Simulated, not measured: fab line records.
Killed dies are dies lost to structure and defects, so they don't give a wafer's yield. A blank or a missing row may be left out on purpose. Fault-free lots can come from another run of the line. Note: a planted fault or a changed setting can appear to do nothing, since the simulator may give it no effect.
Struck lot and sound lot, side by side / flow nand-harc / 14 steps out of a route of 1159
Sound: these wafers, L961.3, L961.4, L961.6. Wafers L959.1, L959.2, L959.6 were the ones struck. The cause is given at the end.
At each step with rows: each side's tool, then ch and its chambers, then its first start. Under that, the readings that differ: sound wafers / struck wafers / difference of the means / sigmas: that difference in standard deviations of wafers without a fault.
alike: readings whose means differ by less than 2 such deviations, and words and numbers that are the same on both sides. not compared: withheld readings, readings that some wafer has no value for, bounds like >300 that may hide the same value, and numbers for which the record gives no deviation and whose values overlap.
Wherever a step has rows on one side only, a row that says differs or no value, or a row with sigmas, the two part there. Numbers that have no deviation but don't overlap get no sigmas and don't part them. Lack of a reading on every wafer of one side parts them only where that side has two or more wafers.

first, 9 steps without rows for these wafers: NHARC_A_STAIRCASE_DEHYDRATE_302 (time 120 s); NHARC_A_STAIRCASE_HMDS_303 (time 30 s); NHARC_A_STAIRCASE_COAT_304; NHARC_A_STAIRCASE_SOFTBAKE_305 (time 170 s); NHARC_A_STAIRCASE_EBR_306; NHARC_A_STAIRCASE_EXPOSE_307 (exposes mask CHOP 50); NHARC_A_STAIRCASE_PEB_308 (peb time 130 s); NHARC_A_STAIRCASE_DEVELOP_309 (time 140 s); NHARC_A_STAIRCASE_HARDBAKE_311 (time 140 s).
NHARC_A_STAIRCASE_DESCUM_312: chemistry O2, time 3 s.
  sound on rie-diel-02 ch 0,1,2, day 16 12:54; struck on rie-diel-02 ch 1,3, day 16 04:43
  alike: drypump-motor-current-A, oes-product-au, rf-vpp-V, showerhead-plenum-p-Torr, throttle-valve-pct
  not compared: rf-hours-counter-h
NHARC_A_STAIRCASE_ETCH_313: etches the open film in CF4/CHF3.
  sound on rie-diel-02 ch 2,3, day 16 12:59; struck on rie-diel-02 ch 1,2, day 16 04:49
  alike: chf3-flow-sccm, drypump-motor-current-A, oes-product-au, rf-vpp-V, showerhead-plenum-p-Torr, throttle-valve-pct
  not compared: rf-hours-counter-h
NHARC_A_STAIRCASE_HM_OPEN_463: chemistry O2/COS.
  sound on rie-diel-02 ch 0,1, day 16 13:07; struck on rie-diel-02 ch 0,3, day 16 05:02
  no value came back on the struck wafers for any of 7 readings (bias-w (W), chamber-pressure-mTorr (mTorr) and others); on the sound wafers bias-w (W) reads 301.1 299.9 300.6
  not compared: rf-hours-counter-h
then, 1 step without rows for these wafers: NHARC_A_STAIRCASE_STRIP_464 (strips in O2/COS).
-- record jumps: 8 days between struck wafers' starts before vs after; left off in module A_STAIRCASE, resumes in module END, first step shown is number 1159 of the route --
NHARC_END_SORT_01:
  only the struck wafers appear in the record here, on prober-01 ch 0 at day 24 02:26; the sound ones have no rows

WHERE THEY PART
First at NHARC_A_STAIRCASE_HM_OPEN_463; last, within this record, at NHARC_END_SORT_01.

WHY: what the simulator had put in
Entire step skipped (rie-diel-02, NHARC_A_STAIRCASE_HM_OPEN_463), from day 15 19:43 onward. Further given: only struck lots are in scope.
